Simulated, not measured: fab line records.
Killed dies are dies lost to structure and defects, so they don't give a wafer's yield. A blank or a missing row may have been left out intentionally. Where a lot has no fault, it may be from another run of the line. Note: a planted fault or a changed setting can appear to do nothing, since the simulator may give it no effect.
fab line records	flow nand-harc
record lots=6	wafers=18	last-day=32
route steps=1302 shown A_CHANNEL_HOLE_D2@582 A_CHANNEL_FILL_D2@610 END@1302
lots untouched by any fault: they come from a run of this same line in which no faults occurred
start-h: hours from the record's opening day to when the first of the lot's shown wafers began	wait-h: time in hours since the lot's previous step	" unchanged from the row above	L1.1+2: a single row standing in for several wafers	- either no value or no given start	* or withheld: withheld	< > ~ a bound
route shown NAME@n: NAME is a module with steps in the file, n the number in the route of the first one	usual: mean and standard deviation over wafers with no fault	same: alike in all rows	chamber/n: place in a boat	sites: per-site readings	_std_site: the standard deviation of these	_edge_site: outer sites' mean less inner sites'	radius-mm: for every site, how far away it sits from the centre of the wafer	mask NAME#n: copy n	behind: the most recent tool/chamber to have shaped the wafer	hold: the reason the lot was held/the length of the hold in hours/how it ended	device: names the non-switching transistor (n, p or np)	end of line: at the end of the route, the tests of the same wafers	a step without rows: its recipe alone	killed: the dies lost at the first sort to structure and to defects; this is not the yield of the wafer	map: per-die view of a wafer (x killed, . not killed, _ where there is no die)
set.NAME: the setting as run; set.NAME@STEP: as run at that earlier step	model.NAME: the simulator's own value behind a step, which no gauge read
lots at some steps of the route; a table a step, a row a wafer
services: from which hour (start-h, from the record's first day; less than 0 if before it) a tool's chamber was out of use, for how many hours, and why
## steps
# step NHARC_A_CHANNEL_HOLE_D2_CD_MEAS_10
# recipe target-cd-nm=100	landing-energy-ev=500
# usual cd-nm=100.0/0.51
# same landing-energy-ev=500
lot.wafer	tool	chamber	start-h	wait-h	cd-nm
L239.1	cd-sem-01	0	384.22	-	99.7
L239.4	"	0	"	"	98.8
L239.5	"	0	"	"	99.6
L240.1	cd-sem-01	0	398.62	-	100.5
L240.2	"	0	"	"	100.6
L240.4	"	0	"	"	100.3
L242.1	cd-sem-01	0	409.33	-	100.0
L242.3	"	0	"	"	99.8
L242.4	"	0	"	"	99.9
L243.1	cd-sem-01	0	415.49	-	100.3
L243.2	"	0	"	"	100.5
L243.4	"	0	"	"	100.3
L250.3	cd-sem-03	0	484.26	-	100.0
L250.4	"	0	"	"	99.9
L250.6	"	0	"	"	100.4
L251.1	cd-sem-01	0	506.42	-	100.1
L251.3	"	0	"	"	100.6
L251.6	"	0	"	"	100.2
# step NHARC_A_CHANNEL_HOLE_D2_OVL_MEAS_11
# usual overlay-x-nm=-0.2/0.84	overlay-y-nm=0.1/0.61
lot.wafer	tool	chamber	start-h	wait-h	overlay-x-nm	overlay-y-nm
L239.1	overlay-01	-	384.31	-	-0.8	1.0
L239.4	"	-	"	"	-0.4	0.2
L239.5	"	-	"	"	-1.1	0.4
L240.1	overlay-02	-	398.71	-	-0.1	-0.2
L240.2	"	-	"	"	-1.0	-0.2
L240.4	"	-	"	"	-0.2	0.1
L242.1	overlay-02	-	409.44	-	-1.6	0.7
L242.3	"	-	"	"	-1.6	0.0
L242.4	"	-	"	"	-1.9	0.3
L243.1	overlay-01	-	415.58	-	-0.9	0.3
L243.2	"	-	"	"	-1.0	1.1
L243.4	"	-	"	"	-0.6	1.1
L250.3	overlay-02	-	484.34	-	-0.2	0.1
L250.4	"	-	"	"	0.3	0.3
L250.6	"	-	"	"	0.2	0.5
L251.1	overlay-02	-	506.51	-	0.1	-0.1
L251.3	"	-	"	"	0.3	-0.1
L251.6	"	-	"	"	0.3	-0.2
# step NHARC_A_CHANNEL_HOLE_D2_INSPECT_12
# usual raw-defect-count=29/21
lot.wafer	tool	chamber	start-h	wait-h	raw-defect-count
L239.1	defect-inspect-02	-	384.35	0.0	55
L239.4	"	-	"	"	54
L239.5	"	-	"	"	51
L240.1	defect-inspect-01	-	398.74	0.0	42
L240.2	"	-	"	"	60
L240.4	"	-	"	"	49
L242.1	defect-inspect-01	-	409.47	0.0	11
L242.3	"	-	"	"	9
L242.4	"	-	"	"	11
L243.1	defect-inspect-02	-	415.61	0.0	10
L243.2	"	-	"	"	15
L243.4	"	-	"	"	11
L250.3	defect-inspect-02	-	484.38	0.0	20
L250.4	"	-	"	"	18
L250.6	"	-	"	"	24
L251.1	defect-inspect-02	-	506.54	0.0	8
L251.3	"	-	"	"	5
L251.6	"	-	"	"	7
# step NHARC_A_CHANNEL_HOLE_D2_DESCUM_15
# recipe time-s=3	o2-flow-sccm=200	ar-flow-sccm=0	bias-power-w=0	chemistry=O2
# step NHARC_A_CHANNEL_HOLE_D2_ETCH_38
# recipe target-depth-a=390	over-etch-frac=0.3	time-s=65	ion-energy-ev=80	cf4-flow-sccm=150	ar-flow-sccm=0	rf-w=300	bias-w=100	chemistry=CF4
# step NHARC_A_CHANNEL_HOLE_D2_ETCH_39
# recipe target-depth-a=2600	over-etch-frac=0.3	time-s=325	ion-energy-ev=200	n2-flow-sccm=150	h2-flow-sccm=150	ar-flow-sccm=0	rf-w=400	bias-w=150	chemistry=N2/H2
# step NHARC_A_CHANNEL_HOLE_D2_ETCH_34
# recipe target-depth-a=1540	time-s=77	cf4-flow-sccm=100	chf3-flow-sccm=30	ar-flow-sccm=0	rf-w=500	bias-w=200	chemistry=CF4/CHF3
# step NHARC_A_CHANNEL_HOLE_D2_ETCH_16
# recipe target-depth-a=31000	over-etch-frac=0.3	time-s=806	ion-energy-ev=150	o2-flow-sccm=400	cos-flow-sccm=20	ar-flow-sccm=0	rf-w=500	bias-w=300	chemistry=O2/COS
# usual drypump-motor-current-A=5.3/0.39	oes-product-au=0.999/0.0098	rf-vpp-V=314.3/2	showerhead-plenum-p-Torr=3.13/0.14	throttle-valve-pct=28.329/0.0091
lot.wafer	tool	chamber	start-h	wait-h	drypump-motor-current-A	oes-product-au	rf-hours-counter-h	rf-vpp-V	showerhead-plenum-p-Torr	throttle-valve-pct
L239.1	rie-diel-02	0	-	-	5.3	1.000	8.1	311.3	2.93	28.339
L239.4	"	1	"	"	5.8	0.990	8.4	315.3	3.18	28.333
L239.5	"	3	"	"	4.8	1.008	-	313.4	3.05	28.327
L240.1	rie-diel-12	0	-	-	5.0	1.003	8.1	316.4	3.34	28.330
L240.2	"	1	"	"	5.7	1.001	6.9	316.1	3.22	28.313
L240.4	"	2	"	"	5.8	0.990	7.6	316.6	3.32	28.333
L242.4	rie-diel-12	0	-	-	5.0	1.013	8.8	316.9	3.34	28.326
L242.1	"	1	"	"	5.6	0.993	7.5	315.7	3.22	28.334
L242.3	"	3	"	"	4.6	1.012	8.8	311.2	3.01	28.332
L243.2	rie-diel-05	3	-	-	5.8	1.009	0.3	314.7	3.15	28.315
L243.1	"	0	"	"	5.4	0.988	0.4	313.8	3.15	28.338
L243.4	"	1	"	"	5.6	0.992	0.3	311.4	2.97	28.316
L250.4	rie-diel-05	0	-	-	5.4	0.994	5.1	316.0	3.15	28.330
L250.3	"	1	"	"	5.6	0.999	4.5	311.5	2.97	28.329
L250.6	"	3	"	"	5.8	0.996	-	314.9	3.14	28.332
L251.1	rie-diel-05	2	-	-	5.2	0.992	4.5	316.0	3.15	28.334
L251.3	"	0	"	"	5.4	1.000	5.9	314.9	3.14	28.340
L251.6	"	1	"	"	5.6	1.001	-	312.3	2.97	28.340
# step NHARC_A_CHANNEL_HOLE_D2_CD_MEAS_18
# usual cd-nm=99.4/2.1
lot.wafer	tool	chamber	start-h	wait-h	cd-nm
L239.1	cd-sem-03	-	385.53	-	99.2
L239.4	"	-	"	"	97.4
L239.5	"	-	"	"	97.9
L240.1	cd-sem-01	-	399.91	-	96.3
L240.2	"	-	"	"	101.1
L240.4	"	-	"	"	99.8
L242.1	cd-sem-02	-	410.64	-	98.6
L242.3	"	-	"	"	100.2
L242.4	"	-	"	"	95.5
L243.1	cd-sem-02	-	416.78	-	103.1
L243.2	"	-	"	"	98.5
L243.4	"	-	"	"	101.0
L250.3	cd-sem-03	-	485.54	-	99.6
L250.4	"	-	"	"	102.2
L250.6	"	-	"	"	98.1
L251.1	cd-sem-01	-	507.71	-	101.4
L251.3	"	-	"	"	102.6
L251.6	"	-	"	"	100.1
# step NHARC_A_CHANNEL_HOLE_D2_ETCH_19
# recipe bias-v=1200	source-w=2500	pressure-mtorr=15	time-s=34.5	ar-flow-sccm=375	c4f8-flow-sccm=28.8	o2-flow-sccm=96.2	temp-c=-20	target-depth-a=*	chemistry=C4F8/O2/Ar
# usual c4f8-flow-sccm=28.81/0.096	drypump-motor-current-A=5.6/0.35	showerhead-plenum-p-Torr=3.73/0.13	throttle-valve-pct=37.038/0.0085
lot.wafer	tool	chamber	start-h	wait-h	c4f8-flow-sccm	drypump-motor-current-A	rf-hours-counter-h	showerhead-plenum-p-Torr	throttle-valve-pct
L239.1	har-etch-01	0	385.62	0.1	28.96	5.2	203	3.69	37.036
L239.4	"	0	"	"	28.87	5.2	-	3.69	37.029
L239.5	"	1	"	"	28.76	5.4	-	3.71	37.021
L240.2	har-etch-02	0	402.16	2.2	28.74	5.6	4	3.68	37.045
L240.1	"	1	"	"	28.81	6.1	4	3.98	37.042
L240.4	"	1	"	"	28.75	6.1	-	3.98	37.032
L242.1	har-etch-02	1	410.74	0.1	28.72	6.1	8	3.98	37.040
L242.3	"	0	"	"	28.71	5.6	-	3.68	37.030
L242.4	"	1	"	"	28.73	6.1	-	3.98	37.023
L243.2	har-etch-02	0	416.86	0.1	28.79	5.7	12	3.68	37.041
L243.1	"	1	"	"	28.66	6.1	12	3.98	37.024
L243.4	"	0	"	"	28.94	5.6	-	3.68	37.043
L250.4	har-etch-02	0	486.09	0.5	28.86	5.7	-	3.65	37.042
L250.3	"	1	"	"	28.79	6.1	-	3.95	37.036
L250.6	"	0	"	"	28.85	5.6	-	3.65	37.036
L251.1	har-etch-02	0	511.62	3.9	28.90	5.6	68	3.65	37.044
L251.3	"	0	"	"	28.77	5.6	-	3.65	37.042
L251.6	"	1	"	"	28.83	6.1	-	3.94	37.040
# step NHARC_A_CHANNEL_HOLE_D2_ETCH_20
# recipe bias-v=3000	source-w=withheld	pressure-mtorr=20	time-s=361.9	ar-flow-sccm=375	c4f8-flow-sccm=89.3	o2-flow-sccm=35.7	temp-c=-20	target-depth-a=16000	chemistry=C4F8/O2/Ar
# step NHARC_A_CHANNEL_HOLE_D2_ETCH_21
# recipe bias-v=3000	source-w=withheld	pressure-mtorr=20	time-s=514.3	ar-flow-sccm=375	c4f8-flow-sccm=89.3	o2-flow-sccm=35.7	temp-c=-20	target-depth-a=16000	chemistry=C4F8/O2/Ar
# step NHARC_A_CHANNEL_HOLE_D2_ETCH_22
# recipe bias-v=3000	source-w=withheld	pressure-mtorr=20	time-s=666.7	ar-flow-sccm=375	c4f8-flow-sccm=89.3	o2-flow-sccm=35.7	temp-c=-20	target-depth-a=16000	chemistry=C4F8/O2/Ar
# usual c4f8-flow-sccm=89.27/0.29	drypump-motor-current-A=5.6/0.35	showerhead-plenum-p-Torr=3.68/0.12	throttle-valve-pct=32.155/0.0089
lot.wafer	tool	chamber	start-h	wait-h	c4f8-flow-sccm	drypump-motor-current-A	rf-hours-counter-h	showerhead-plenum-p-Torr	throttle-valve-pct
L239.1	har-etch-01	0	386.56	0.4	89.65	5.2	204	3.65	32.151
L239.4	"	0	"	"	89.53	5.2	-	3.65	32.162
L239.5	"	1	"	"	89.34	5.4	-	3.67	32.162
L240.2	har-etch-02	0	403.03	0.4	89.04	5.6	5	3.64	32.138
L240.1	"	1	"	"	89.21	6.1	5	3.93	32.164
L240.4	"	1	"	"	89.08	6.1	-	3.93	32.153
L242.1	har-etch-02	1	411.68	0.4	89.20	6.1	9	3.93	32.164
L242.3	"	0	"	"	89.12	5.6	-	3.64	32.166
L242.4	"	1	"	"	88.76	6.1	-	3.93	32.144
L243.2	har-etch-02	0	417.72	0.4	89.20	5.6	13	3.64	32.147
L243.1	"	1	"	"	89.00	6.1	13	3.93	32.164
L243.4	"	0	"	"	89.24	5.6	-	3.64	32.157
L250.4	har-etch-02	0	487.10	0.4	89.58	5.6	-	3.61	32.167
L250.3	"	1	"	"	89.27	6.1	-	3.90	32.159
L250.6	"	0	"	"	89.46	5.6	-	3.61	32.166
L251.1	har-etch-02	0	512.56	0.4	88.72	5.7	69	3.61	32.158
L251.3	"	0	"	"	88.96	5.7	-	3.61	32.158
L251.6	"	1	"	"	89.19	6.1	-	3.89	32.138
# step NHARC_A_CHANNEL_HOLE_D2_ETCH_23
# recipe bias-v=5000	source-w=withheld	pressure-mtorr=20	time-s=819	ar-flow-sccm=375	c4f8-flow-sccm=89.3	o2-flow-sccm=35.7	temp-c=-20	target-depth-a=16000	chemistry=C4F8/O2/Ar
# usual c4f8-flow-sccm=89.34/0.27	drypump-motor-current-A=5.6/0.35	showerhead-plenum-p-Torr=3.68/0.12	throttle-valve-pct=32.154/0.0092
lot.wafer	tool	chamber	start-h	wait-h	c4f8-flow-sccm	drypump-motor-current-A	rf-hours-counter-h	showerhead-plenum-p-Torr	throttle-valve-pct
L239.1	har-etch-01	0	387.14	0.5	89.22	5.2	204	3.65	32.154
L239.4	"	0	"	"	89.30	5.2	-	3.65	32.134
L239.5	"	1	"	"	89.44	5.4	-	3.67	32.154
L240.2	har-etch-02	0	403.60	0.5	89.55	5.6	5	3.64	32.152
L240.1	"	1	"	"	89.08	6.1	5	3.93	32.147
L240.4	"	1	"	"	89.07	6.1	-	3.93	32.161
L242.1	har-etch-02	1	412.26	0.5	89.51	6.1	9	3.93	32.150
L242.3	"	0	"	"	89.10	5.6	-	3.64	32.125
L242.4	"	1	"	"	89.46	6.2	-	3.93	32.143
L243.2	har-etch-02	0	418.30	0.5	89.28	5.6	13	3.64	32.154
L243.1	"	1	"	"	89.39	6.1	13	3.93	32.159
L243.4	"	0	"	"	90.03	5.6	-	3.64	32.146
L250.4	har-etch-02	0	487.72	0.5	89.80	5.6	-	3.61	32.144
L250.3	"	1	"	"	89.26	6.1	-	3.90	32.154
L250.6	"	0	"	"	89.03	5.6	-	3.61	32.152
L251.1	har-etch-02	0	513.15	0.5	89.19	5.6	70	3.61	32.162
L251.3	"	0	"	"	89.25	5.6	-	3.61	32.150
L251.6	"	1	"	"	89.51	6.1	-	3.89	32.168
# step NHARC_A_CHANNEL_HOLE_D2_ETCH_24
# recipe bias-v=5000	source-w=withheld	pressure-mtorr=20	time-s=906.2	ar-flow-sccm=375	c4f8-flow-sccm=93.8	o2-flow-sccm=31.2	temp-c=-20	target-depth-a=15000	chemistry=C4F8/O2/Ar
# usual c4f8-flow-sccm=93.83/0.27	drypump-motor-current-A=5.6/0.35	showerhead-plenum-p-Torr=3.68/0.12	throttle-valve-pct=32.236/0.009
lot.wafer	tool	chamber	start-h	wait-h	c4f8-flow-sccm	drypump-motor-current-A	rf-hours-counter-h	showerhead-plenum-p-Torr	throttle-valve-pct
L239.1	har-etch-01	0	387.85	0.6	94.10	5.2	205	3.64	32.239
L239.4	"	0	"	"	93.74	5.1	-	3.64	32.233
L239.5	"	1	"	"	94.19	5.4	-	3.67	32.234
L240.2	har-etch-02	0	404.28	0.6	93.79	5.6	6	3.64	32.237
L240.1	"	1	"	"	94.19	6.1	6	3.92	32.252
L240.4	"	1	"	"	94.00	6.1	-	3.92	32.251
L242.1	har-etch-02	1	412.97	0.6	93.64	6.1	10	3.92	32.243
L242.3	"	0	"	"	93.35	5.7	-	3.64	32.220
L242.4	"	1	"	"	93.56	6.1	-	3.92	32.237
L243.2	har-etch-02	0	418.98	0.6	93.73	5.6	14	3.63	32.231
L243.1	"	1	"	"	93.90	6.1	14	3.92	32.239
L243.4	"	0	"	"	93.65	5.6	-	3.63	32.235
L250.4	har-etch-02	0	488.44	0.6	93.80	5.6	-	3.61	32.258
L250.3	"	1	"	"	94.19	6.1	-	3.89	32.223
L250.6	"	0	"	"	93.74	5.6	-	3.61	32.225
L251.1	har-etch-02	0	513.85	0.6	94.15	5.7	71	3.60	32.242
L251.3	"	0	"	"	93.65	5.7	-	3.60	32.220
L251.6	"	1	"	"	93.60	6.1	-	3.89	32.217
# step NHARC_A_CHANNEL_HOLE_D2_ETCH_25
# recipe bias-v=5000	source-w=withheld	pressure-mtorr=20	time-s=1040.2	ar-flow-sccm=375	c4f8-flow-sccm=93.8	o2-flow-sccm=31.2	temp-c=-20	target-depth-a=15000	chemistry=C4F8/O2/Ar
# usual c4f8-flow-sccm=93.81/0.27	drypump-motor-current-A=5.6/0.35	showerhead-plenum-p-Torr=3.68/0.12	throttle-valve-pct=32.235/0.009
lot.wafer	tool	chamber	start-h	wait-h	c4f8-flow-sccm	drypump-motor-current-A	rf-hours-counter-h	showerhead-plenum-p-Torr	throttle-valve-pct
L239.1	har-etch-01	0	388.63	0.7	93.67	5.2	206	3.64	32.255
L239.4	"	0	"	"	93.99	5.2	-	3.64	32.253
L239.5	"	1	"	"	93.80	5.4	-	3.66	32.238
L240.2	har-etch-02	0	405.05	0.6	93.80	5.6	7	3.64	32.220
L240.1	"	1	"	"	94.15	6.1	7	3.92	32.233
L240.4	"	1	"	"	94.30	6.1	-	3.92	32.236
L242.1	har-etch-02	1	413.75	0.7	94.06	6.1	11	3.92	32.224
L242.3	"	0	"	"	93.96	5.6	-	3.64	32.251
L242.4	"	1	"	"	93.92	6.1	-	3.92	32.236
L243.2	har-etch-02	0	419.75	0.6	93.47	5.6	15	3.63	32.238
L243.1	"	1	"	"	93.70	6.1	15	3.92	32.246
L243.4	"	0	"	"	93.38	5.6	-	3.63	32.222
L250.4	har-etch-02	0	489.24	0.7	93.68	5.6	-	3.61	32.238
L250.3	"	1	"	"	93.66	6.1	-	3.89	32.226
L250.6	"	0	"	"	93.51	5.6	-	3.61	32.245
L251.1	har-etch-02	0	514.63	0.7	93.75	5.6	71	3.60	32.234
L251.3	"	0	"	"	93.67	5.6	-	3.60	32.242
L251.6	"	1	"	"	93.50	6.1	-	3.89	32.245
# step NHARC_A_CHANNEL_HOLE_D2_ETCH_26
# recipe bias-v=300	source-w=2000	pressure-mtorr=30	time-s=224.1	ar-flow-sccm=375	c4f8-flow-sccm=11.4	o2-flow-sccm=113.6	temp-c=-20	target-depth-a=3000	chemistry=C4F8/O2/Ar
# step NHARC_A_CHANNEL_HOLE_D2_ETCH_27
# recipe bias-v=400	source-w=2000	pressure-mtorr=25	time-s=90	ar-flow-sccm=375	c4f8-flow-sccm=41.7	o2-flow-sccm=83.3	temp-c=-20	target-depth-a=4000	chemistry=C4F8/O2/Ar
# step NHARC_A_CHANNEL_HOLE_D2_STRIP_41
# recipe n2-flow-sccm=150	h2-flow-sccm=150	ar-flow-sccm=0	bias-w=0	chemistry=N2/H2
# step NHARC_A_CHANNEL_HOLE_D2_STRIP_42
# recipe cf4-flow-sccm=100	chf3-flow-sccm=30	ar-flow-sccm=0	bias-w=0	chemistry=CF4/CHF3
# step NHARC_A_CHANNEL_HOLE_D2_STRIP_43
# recipe o2-flow-sccm=400	cos-flow-sccm=20	ar-flow-sccm=0	bias-w=0	chemistry=O2/COS
# step NHARC_A_CHANNEL_HOLE_D2_ETCH_44
# recipe target-depth-a=1400	overetch-a=140	time-s=77	ion-energy-ev=100	cf4-flow-sccm=80	o2-flow-sccm=20	ar-flow-sccm=0	rf-w=300	bias-w=100	chemistry=CF4/O2
# step NHARC_A_CHANNEL_HOLE_D2_STRIP_28
# recipe o2-flow-sccm=500	ar-flow-sccm=0	bias-w=0	chemistry=O2
# step NHARC_A_CHANNEL_HOLE_D2_PRECLEAN_29
# recipe time-s=*	temp-c=50	bath-age-min=0	chemistry=SC1
# step NHARC_A_CHANNEL_HOLE_D2_SRD_30
# step NHARC_A_CHANNEL_HOLE_D2_CD_MEAS_31
# usual cd-nm=90.2/1.1
lot.wafer	tool	chamber	start-h	wait-h	cd-nm
L239.1	cd-sem-03	-	391.09	-	91.4
L239.4	"	-	"	"	89.1
L239.5	"	-	"	"	90.5
L240.1	cd-sem-02	-	407.82	-	92.8
L240.2	"	-	"	"	90.0
L240.4	"	-	"	"	89.6
L242.1	cd-sem-02	-	416.22	-	90.0
L242.3	"	-	"	"	89.5
L242.4	"	-	"	"	87.9
L243.1	cd-sem-02	-	422.38	-	89.5
L243.2	"	-	"	"	90.6
L243.4	"	-	"	"	90.6
L250.3	cd-sem-03	-	491.58	-	90.6
L250.4	"	-	"	"	91.8
L250.6	"	-	"	"	90.4
L251.1	cd-sem-03	-	517.10	-	88.9
L251.3	"	-	"	"	92.2
L251.6	"	-	"	"	90.1
# step NHARC_A_CHANNEL_HOLE_D2_XSEM_32
# recipe landing-energy-ev=35000
# step NHARC_A_CHANNEL_HOLE_D2_INSPECT_40
# usual raw-defect-count=259/76
lot.wafer	tool	chamber	start-h	wait-h	raw-defect-count
L239.1	defect-inspect-01	-	391.27	-	335
L239.4	"	-	"	"	343
L239.5	"	-	"	"	416
L240.1	defect-inspect-02	-	408.02	-	242
L240.2	"	-	"	"	243
L240.4	"	-	"	"	246
L242.1	defect-inspect-02	-	416.40	-	579
L242.3	"	-	"	"	525
L242.4	"	-	"	"	530
L243.1	defect-inspect-02	-	422.57	-	565
L243.2	"	-	"	"	701
L243.4	"	-	"	"	633
L250.3	defect-inspect-01	-	491.76	-	213
L250.4	"	-	"	"	186
L250.6	"	-	"	"	199
L251.1	defect-inspect-01	-	517.28	-	270
L251.3	"	-	"	"	348
L251.6	"	-	"	"	237
# step NHARC_A_CHANNEL_FILL_D2_PRECLEAN_00
# recipe time-s=*	temp-c=50	bath-age-min=0	chemistry=SC1
# step NHARC_END_SORT_01
# recipe temp-c=25
# usual killed-at-array=55/19	killed-at-other=0.8/1.1	killed-at-periphery=4.0/2.6	killed-dies=60/20	killed-open=3.4/1.7	killed-short=2.6/1.5
# same gross-dies=677
lot.wafer	tool	chamber	start-h	wait-h	killed-at-array	killed-at-other	killed-at-periphery	killed-dies	killed-open	killed-short
L242.1	prober-01	0	674.59	2.5	100	1	1	102	3	5
L242.3	prober-01	0	676.19	3.1	117	1	4	122	6	0
L242.4	prober-01	0	676.99	3.4	110	0	3	113	3	2
L243.1	prober-01	0	682.44	2.5	126	0	1	127	3	5
L243.2	prober-01	0	683.24	2.8	128	1	3	132	4	4
L243.4	prober-01	0	684.86	3.4	123	1	4	128	1	3
# killed by level:class
L242.1 A_CHANNEL_HOLE_D2:unspecified=58 A_SLIT:chamber-film-flake=29 A_CHANNEL_HOLE_D1:chamber-film-flake=3 A_CHANNEL_HOLE_D1:geometric-particle:short=2 A_CHANNEL_FILL_D1:geometric-particle:short=2 A_CONTACT:chamber-film-flake=2 P_CONTACT:geometric-particle:open=1 A_DECK1_JOINT:geometric-particle:open=1
L242.3 A_CHANNEL_HOLE_D2:unspecified=70 A_SLIT:chamber-film-flake=31 A_CHANNEL_HOLE_D1:chamber-film-flake=7 A_CONTACT:chamber-film-flake=3 P_M0:geometric-particle:open=2 A_CHANNEL_FILL_D2:chamber-film-flake=2 A_WL_FILL:geometric-particle:open=1 A_BLC:geometric-particle:open=1
L242.4 A_CHANNEL_HOLE_D2:unspecified=60 A_SLIT:chamber-film-flake=23 A_CHANNEL_HOLE_D1:chamber-film-flake=11 A_STAIRCASE:chamber-film-flake=9 A_CONTACT:chamber-film-flake=4 P_CONTACT:geometric-particle:short=1 P_CONTACT:geometric-particle:open=1 A_DECK1_JOINT:geometric-particle:open=1
L243.1 A_CHANNEL_HOLE_D2:unspecified=60 A_SLIT:chamber-film-flake=34 A_STAIRCASE:chamber-film-flake=7 A_CHANNEL_HOLE_D2:chamber-film-flake=5 A_WL_FILL:chamber-film-flake=4 A_CHANNEL_HOLE_D1:chamber-film-flake=3 A_CHANNEL_FILL_D2:chamber-film-flake=3 P_GATE:geometric-particle:short=1
L243.2 A_CHANNEL_HOLE_D2:unspecified=75 A_SLIT:chamber-film-flake=25 A_CHANNEL_HOLE_D2:chamber-film-flake=5 A_STAIRCASE:chamber-film-flake=4 A_M1:chamber-film-flake=3 A_CHANNEL_FILL_D1:geometric-particle:open=2 P_M2:chamber-film-flake=2 A_CHANNEL_HOLE_D1:chamber-film-flake=2
L243.4 A_CHANNEL_HOLE_D2:unspecified=68 A_SLIT:chamber-film-flake=31 A_CHANNEL_HOLE_D1:chamber-film-flake=7 A_CHANNEL_HOLE_D2:chamber-film-flake=5 A_M1:chamber-film-flake=3 A_WL_FILL:chamber-film-flake=3 P_M2:chamber-film-flake=2 A_STAIRCASE:chamber-film-flake=2
# map L242.3 (x killed, . not)
____________.____________
_________......._________
_______..........._______
______.............______
_____..............._____
____.................____
____...x.............____
___x..................___
___...................___
__..x..................__
__..................x..__
_..................xx.x._
_...................x.xx_
_....x...........x.xxx.x_
_.................xxxxxx_
_....xx.x.x.......xxxxxx_
....xxxx...x...x.xxxxxxxx
.....xxxx.x......xxxxxxxx
......xxx........xxxxxxxx
.......xx..x.....xxxxxxxx
...x.xx.xxx........xxxxx.
_.....xxx.x........xxxxx_
_.................x.xx.x_
_....................x.x_
_......................._
_.........x............._
__.....................__
__x....................__
___....x..............___
___..x..............x.___
____x.xx.........xx..____
____x................____
_____..x....x......._____
______.......x.....______
_______.......x..._______
_________......._________
____________.____________
# map L243.2 (x killed, . not)
____________.____________
_________x.x...._________
_______..........._______
______.............______
_____..x............_____
____.................____
____.................____
___............x......___
___................x..___
__................x....__
__x................x..x__
_......x.........x.xx..._
_.........x........xx.x._
_..........x......xxxxxx_
_.x..............xxxxxxx_
_.................xxxxxx_
.................xxxxxxxx
................xxxxxxxxx
x................xxxxxxxx
......x......x....xxxxxxx
................x.xxxxxxx
_....x............xxxxxx_
_.......x...........xxx._
_............x.......x.._
_x......................_
_.......x..............._
__..xx.................__
__x.x.x.x..............__
___xxx.xx.............___
___xxxx.x..x..........___
____xxx...xx.........____
____xxxx....x........____
_____xxx............_____
______xx......x....______
_______x.........._______
_________...x..._________
____________x____________
## services
tool	chamber	start-h	hours	kind
rie-diel-05	0	361.10	-	clean
rie-diel-05	1	361.10	-	clean
rie-diel-05	2	361.10	-	clean
rie-diel-05	3	361.10	-	clean
rie-diel-05	1	361.85	1.8	repair
har-etch-02	-	381.02	17.0	pm
har-etch-02	0	381.02	17.0	vent-cycle
har-etch-02	1	381.02	17.0	vent-cycle
rie-diel-12	3	383.27	5.1	repair
rie-diel-05	0	385.60	-	clean
rie-diel-05	1	385.60	-	clean
rie-diel-05	2	385.60	-	clean
rie-diel-05	3	385.60	-	clean
rie-diel-02	-	393.70	9.0	pm
har-etch-02	0	398.02	-	clean
har-etch-02	0	398.02	-	consumable-replace:focus-ring
har-etch-02	1	398.02	-	clean
har-etch-02	1	398.02	-	consumable-replace:focus-ring
har-etch-02	1	398.02	-	consumable-replace:showerhead
rie-diel-05	-	406.60	9.0	pm
rie-diel-12	-	445.50	9.0	pm
rie-diel-12	-	458.62	0.9	repair
rie-diel-02	0	467.89	6.3	repair
rie-diel-05	2	497.22	2.4	repair
## key
first-sign step=NHARC_A_CHANNEL_HOLE_D2_INSPECT_40	reading=raw-defect-count	direction=up	sigmas=4.3	usual=259	struck=589
effect step=NHARC_END_SORT_01	reading=killed-at-array	direction=up	sigmas=3.2	usual=55	struck=117
more-kills-born-at NHARC_A_CHANNEL_HOLE_D2_ETCH_22@har-etch-02=389
met-at NHARC_A_CHANNEL_HOLE_D2_ETCH_22
struck-wafers L242.1,L242.3,L242.4,L243.1,L243.2,L243.4
tester-left-out L242,L243
onset-between 403.03 411.68
fault kind=chamber-particle-source	tool=har-etch-02	chamber=-	onset-h=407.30	steps=NHARC_A_CHANNEL_HOLE_D2_ETCH_22	rate-per-visit-cm2=0.59601	end-h=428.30
# tester-left-out: of these lots the tester's yield and bins aren't shown, on N5 and GAA mostly nor the transistor test; their killed dies are dies lost to structure and defects alone, not to doping, threshold or leakage, so they don't give the yield
